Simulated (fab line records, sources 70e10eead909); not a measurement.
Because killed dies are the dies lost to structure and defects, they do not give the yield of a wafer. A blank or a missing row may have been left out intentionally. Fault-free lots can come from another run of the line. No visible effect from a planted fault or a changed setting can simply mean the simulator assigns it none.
What tool caused it?    flow nandHarc    Sampling: 12 lots, 36 wafers, 6 of 1302 route steps

## WHAT THE GAUGES SHOWED, per wafer
NHARC_P_CONTACT_INSPECT_27. Usual: 292 for rawDefectCount, sd 140.
lot   measured      on                rawDefectCount  flag
L771  day 6 05:48   defectInspect-02  856 406 426     
L772  day 6 13:08   defectInspect-01  116 196 187     
L773  day 6 17:14   defectInspect-02  160 232 242     
L775  day 8 01:41   defectInspect-01  230 274 192     
L778  day 8 23:13   defectInspect-02  233 208 227     
L781  day 10 05:05  defectInspect-01  267 353 309     
L787  day 12 19:13  defectInspect-01  201 201 242     
L788  day 13 01:50  defectInspect-01  328 245 201     
L790  day 14 00:09  defectInspect-01  380 331 350     
L792  day 14 22:32  defectInspect-01  224 144 286     
L793  day 15 07:07  defectInspect-02  122 334 223     
L794  day 15 18:07  defectInspect-01  461 299 347     

NHARC_P_M0_CD_MEAS_09: the cd target is 90 nm. Usual: 89.8 nm for cdNm, sd 0.54.
lot   measured      on        cdNm (nm)       flag
L771  day 6 06:42   cdSem-03  91.2 90.3 90.7  
L772  day 6 14:03   cdSem-03  88.7 88.6 89.5  
L773  day 6 18:08   cdSem-03  89.5 89.9 90.0  
L775  day 8 02:35   cdSem-02  89.6 90.4 90.0  
L778  day 9 00:07   cdSem-02  89.2 89.7 89.6  
L781  day 10 06:01  cdSem-01  87.4 89.4 86.1  OFF
L787  day 12 20:08  cdSem-01  89.3 89.2 89.9  
L788  day 13 02:37  cdSem-02  89.8 89.9 88.6  
L790  day 14 01:03  cdSem-01  90.7 89.7 90.7  
L792  day 14 23:26  cdSem-02  90.3 90.0 89.9  
L793  day 15 08:09  cdSem-03  88.2 89.3 89.3  
L794  day 15 19:02  cdSem-03  89.7 90.6 89.8  

NHARC_END_SORT_01. Usual: value, then standard deviation, for each; defectLimitedYield 90 % / 3.3; killedAtArray 61 / 22; killedAtOther 0.8 / 1; killedAtPeriphery 3.8 / 2.3; killedDies 66 / 22; killedOpen 3.2 / 1.9; killedShort 2.8 / 1.8.
lot   measured      on         defectLimitedYield (%)  killedAtArray  killedAtOther  killedAtPeriphery  killedDies  killedOpen  killedShort  flag
L775  day 26 09:17  prober-02  90 89 87                66 72 81       0 0 0          1 4 5              67 76 86    1 2 2       3 3 1        
L778  day 27 16:17  prober-02  94 94 95                33 39 29       2 2 1          4 3 2              39 44 32    4 2 5       3 4 1        
L781  day 28 06:32  prober-01  91 92 92                60 55 54       1 0 1          2 2 1              63 57 56    0 1 0       3 4 2        
L787  day 31 11:17  prober-01  84 86 86                102 91 81      3 2 4          3 3 8              108 96 93   7 0 7       2 2 5        
L792  day 33 09:07  prober-02  90 89 91                62 69 59       0 0 1          3 4 4              65 73 64    5 3 4       0 1 4        
L793  day 34 07:32  prober-02  93 93 93                49 42 44       0 0 1          1 6 1              50 48 46    3 6 2       4 2 4        
L794  day 34 06:43  prober-01  94 92 93                37 40 42       1 3 1          4 8 5              42 51 48    5 5 4       5 7 4        

## WHICH TOOL RAN EACH LOT (tool, then ch and the chambers of the sampled wafers, then the start)
lot   NHARC_P_CONTACT_PVD_32                  NHARC_P_M0_EXPOSE_06               NHARC_P_M0_ETCH_15
L771  pvdSputter-02, day 6 05:48 or earlier   arfiScanner-01 ch 0, day 6 06:34   rieDiel-01 ch 0,1, no start
L772  pvdSputter-02, day 6 13:08 or earlier   arfiScanner-02 ch 0, day 6 13:55   rieDiel-08 ch 0,1,2, no start
L773  pvdSputter-01, day 6 17:14 or earlier   arfiScanner-03 ch 0, day 6 18:00   rieDiel-08 ch 2,3, no start
L775  pvdSputter-01, day 8 01:41 or earlier   arfiScanner-03 ch 0, day 8 02:27   rieDiel-08 ch 0,1,2, day 26 09:17 or earlier
L778  pvdSputter-01, day 8 23:13 or earlier   arfiScanner-01 ch 0, day 8 23:59   rieDiel-01 ch 0,1,2, day 27 16:17 or earlier
L781  pvdSputter-02, day 10 05:05 or earlier  arfiScanner-03 ch 0, day 10 05:53  rieDiel-08 ch 1,2, day 28 06:32 or earlier
L787  pvdSputter-02, day 12 19:13 or earlier  arfiScanner-03 ch 0, day 12 20:01  rieDiel-08 ch 1,2,3, day 31 11:17 or earlier
L788  pvdSputter-01, day 13 01:50 or earlier  arfiScanner-03 ch 0, day 13 02:29  rieDiel-01 ch 1,2, no start
L790  pvdSputter-02, day 14 00:09 or earlier  arfiScanner-03 ch 0, day 14 00:55  rieDiel-08 ch 1,2, no start
L792  pvdSputter-02, day 14 22:32 or earlier  arfiScanner-03 ch 0, day 14 23:18  rieDiel-08 ch 2,3, day 33 09:07 or earlier
L793  pvdSputter-01, day 15 07:07 or earlier  arfiScanner-01 ch 0, day 15 08:01  rieDiel-08 ch 1,2,3, day 34 07:32 or earlier
L794  pvdSputter-02, day 15 18:07 or earlier  arfiScanner-03 ch 0, day 15 18:53  rieDiel-08 ch 2,3, day 34 06:43 or earlier
- NHARC_P_CONTACT_PVD_32: deposits Ti, target thk 5 nm, time 17.7 s.
- NHARC_P_M0_EXPOSE_06: exposes mask P M0, target cd 90 nm.
- NHARC_P_M0_ETCH_15: etches the open film in C4F8/Ar, target depth 150 nm, overetch 15 nm, time 82.5 s.

## AS READ BY THE TOOLS THEMSELVES (means over the sampled wafers that have a number; for cases with no such wafer, the mark the record gives instead)
NHARC_P_CONTACT_PVD_32. Usual: 30.0 % for throttleValvePct, sd 1.2.
lot   tool           throttleValvePct (%)  flag
L771  pvdSputter-02  31.3                  
L772  pvdSputter-02  28.8                  
L773  pvdSputter-01  30.8                  
L775  pvdSputter-01  30.5                  
L778  pvdSputter-01  30.1                  
L781  pvdSputter-02  31.0                  
L787  pvdSputter-02  30.1                  
L788  pvdSputter-01  30.0                  
L790  pvdSputter-02  29.2                  
L792  pvdSputter-02  28.7                  
L793  pvdSputter-01  30.8                  
L794  pvdSputter-02  28.5                  

NHARC_P_M0_EXPOSE_06. Usual: 81.19 for exposureDoseMJCm2, sd 0.098.
lot   tool            exposureDoseMJCm2  flag
L771  arfiScanner-01  81.25              
L772  arfiScanner-02  81.40              
L773  arfiScanner-03  81.15              
L775  arfiScanner-03  81.12              
L778  arfiScanner-01  81.19              
L781  arfiScanner-03  81.88              OFF
L787  arfiScanner-03  81.16              
L788  arfiScanner-03  81.11              
L790  arfiScanner-03  81.04              
L792  arfiScanner-03  81.27              
L793  arfiScanner-01  81.25              
L794  arfiScanner-03  81.25              

NHARC_P_M0_ETCH_15. Usual: oesProductAu 0.960 a.u., standard deviation 0.019; rfVppV 442.0 V, standard deviation 2.4.
lot   tool        oesProductAu (a.u.)  rfVppV (V)  flag
L771  rieDiel-01  0.952                437.3       
L772  rieDiel-08  0.971                442.3       
L773  rieDiel-08  0.987                443.8       
L775  rieDiel-08  0.932                441.2       
L778  rieDiel-01  0.922                439.8       
L781  rieDiel-08  0.984                441.1       
L787  rieDiel-08  0.953                443.0       
L788  rieDiel-01  0.955                443.7       
L790  rieDiel-08  0.990                441.1       
L792  rieDiel-08  0.967                444.9       
L793  rieDiel-08  0.962                441.8       
L794  rieDiel-08  0.968                443.6       

## THE ANSWER, worked out from the rows above alone
Rule: a lot is off if the mean of its wafers that have a number lies more than 3 standard deviations from the usual mean. A lot without any number at a reading at which 4 lots or more have one is off too. The other lots that the step has rows for count as sound. After the gauges, taken in route order, come the tools' own readings; for these a lot's mean is taken, as printed above. The first step at which some lot is off is used, and at that step the reading that is off furthest; a lot without a number counts as furthest.
Off at NHARC_P_M0_CD_MEAS_09 (cdNm): L781.
If a tool, at a process step before that reading, ran all the lots that are off and no sound lot after the first of them, it fits. The gauges at NHARC_P_M0_CD_MEAS_09 aren't tried: what is off there is off at NHARC_P_M0_EXPOSE_06 too, on other tools, and a gauge's error can't cause that. NHARC_P_CONTACT_PVD_32: start missing for some lots; hours and lot order therefore follow NHARC_P_CONTACT_INSPECT_27. Not one of the candidates tried fits.

## WHAT THE SIMULATOR PUT IN
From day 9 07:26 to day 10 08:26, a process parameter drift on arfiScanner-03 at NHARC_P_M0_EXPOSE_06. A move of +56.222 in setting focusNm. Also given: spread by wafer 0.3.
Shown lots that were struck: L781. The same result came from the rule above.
